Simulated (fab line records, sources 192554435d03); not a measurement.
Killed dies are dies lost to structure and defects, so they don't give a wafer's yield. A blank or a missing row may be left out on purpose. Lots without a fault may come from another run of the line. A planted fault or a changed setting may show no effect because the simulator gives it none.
A struck lot beside a sound one | flow n5_finfet | 15 steps out of a route of 1938
Sound: wafers L942.2, L942.4, L942.5. Struck: wafers L953.1, L953.2, L953.4. The cause comes at the end.
At each step with rows: each side's tool, then ch and its chambers, then its first start. Under that, the readings that differ: sound wafers | struck wafers | difference of the means | sigmas: that difference in standard deviations of wafers without a fault.
alike: readings whose means differ by less than 2 such deviations, and words and numbers that are the same on both sides. not compared: withheld readings, readings that some wafer has no value for, bounds like >300 that may hide the same value, and numbers for which the record gives no deviation and whose values overlap.
The two part at a step that has a row with sigmas, a row that says differs or no value, or rows on one side only. Numbers that don't overlap but have no deviation are shown without sigmas and don't part them. A reading that every wafer of one side lacks parts them only if that side has two wafers or more.

N5_BEOL_M1_DESCUM_16: chemistry O2, time 7 s.
  sound on rie_diel-02 ch 2,3, day 6 10:35; struck on rie_diel-06 ch 0,1,2, day 9 14:19
  alike: chamber_pressure_mTorr, drypump_motor_current_A, oes_product_au, rf_vpp_V, showerhead_plenum_p_Torr, throttle_valve_pct
  not compared: rf_hours_counter_h
N5_BEOL_M1_ETCH_74: etches underlayer in N2/H2, target depth 6.5 nm, time 5.2 s.
  sound on rie_diel-02 ch 2,3, day 6 10:38; struck on rie_diel-06 ch 0,1,2, day 9 14:20
  alike: bias_w, chamber_pressure_mTorr, drypump_motor_current_A, etch_rf_on_time_s, n2_flow_sccm, oes_product_au, rf_vpp_V, showerhead_plenum_p_Torr, throttle_valve_pct
  not compared: rf_hours_counter_h
N5_BEOL_M1_ETCH_63: etches SiARC in CF4, target depth 15.6 nm, time 26 s.
  sound on rie_diel-02 ch 2,3, day 6 10:38; struck on rie_diel-06 ch 0,1,2, day 9 14:22
  alike: bias_w, chamber_pressure_mTorr, drypump_motor_current_A, etch_rf_on_time_s, mfc_ar_sccm, oes_product_au, rf_vpp_V, showerhead_plenum_p_Torr, throttle_valve_pct
  not compared: rf_hours_counter_h
then, 4 steps without rows for these wafers: N5_BEOL_M1_ETCH_64 (etches SOC in N2/H2, target depth 75 nm, overetch 15 nm, time 112.5 s); N5_BEOL_M1_STRIP_65 (strips in N2/H2); N5_BEOL_M1_STRIP_75 (strips in N2/H2); N5_BEOL_M1_STRIP_66 (strips in CF4).
N5_BEOL_M1_HM_OPEN_17: chemistry Cl2/BCl3, target TiN, target depth 20 nm, overetch 6 nm.
  sound on rie_metal-01 ch 0,1, day 6 10:50; struck on rie_metal-01 ch 0,1, day 9 14:34
  alike: bias_w, chamber_pressure_mTorr, drypump_motor_current_A, mfc_ar_sccm, oes_product_au, throttle_valve_pct
  not compared: rf_hours_counter_h
N5_BEOL_M1_STRIP_19: strips in O2.
  sound on rie_diel-04 ch 0,1, day 6 10:57; struck on rie_diel-04 ch 0,2,3, day 9 14:40
  alike: chamber_pressure_mTorr, drypump_motor_current_A, oes_product_au, rf_vpp_V, showerhead_plenum_p_Torr, throttle_valve_pct
  not compared: rf_hours_counter_h
N5_BEOL_M1_CD_MEAS_18: pitch 36 nm, target cd 18 nm.
  sound on cd_sem-01, day 6 11:01; struck on cd_sem-02, day 9 14:44
  alike: cd_nm
then, 2 steps without rows for these wafers: N5_BEOL_M1_COAT_67 (time 60 s, resist thk 60 nm); N5_BEOL_M1_COAT_68 (time 60 s, resist thk 12 nm).
N5_BEOL_M1_COAT_76: time 60 s, resist thk 5 nm.
  sound on litho_track-03 ch 0, day 6 11:04; struck on litho_track-03 ch 0, day 9 14:47
  reading                  | sound                | struck               | difference | sigmas
  heater_power_total_W (W) | 391.9 391.7 392.2    | 374.0 375.6 374.4    | -17.3      | -12
  plate_temp_C (C)         | 205.04 204.96 205.11 | 198.39 198.19 198.11 | -6.81      | -45
  alike: chill_plate_temp_C, exhaust_pa
then, 1 step without rows for these wafers: N5_BEOL_M1_COAT_22 (resist thk 30 nm).
N5_BEOL_M4_RC_MEAS_101:
  sound on prober-01 ch 0, day 8 01:04; struck on prober-01 ch 0, day 10 23:15
  alike: DIBL_N, DIBL_P, IOFF_N, IOFF_P, ION_N, ION_P, SS_N, SS_P, VT_N, VT_P

WHERE THEY PART
Only at N5_BEOL_M1_COAT_76, within this record. Later steps at which nothing parts them and some readings are alike: N5_BEOL_M4_RC_MEAS_101.

WHY: what the simulator had put in
Process parameter drift: litho_track-03, from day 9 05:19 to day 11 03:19, at N5_BEOL_M1_COAT_76. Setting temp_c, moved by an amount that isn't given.
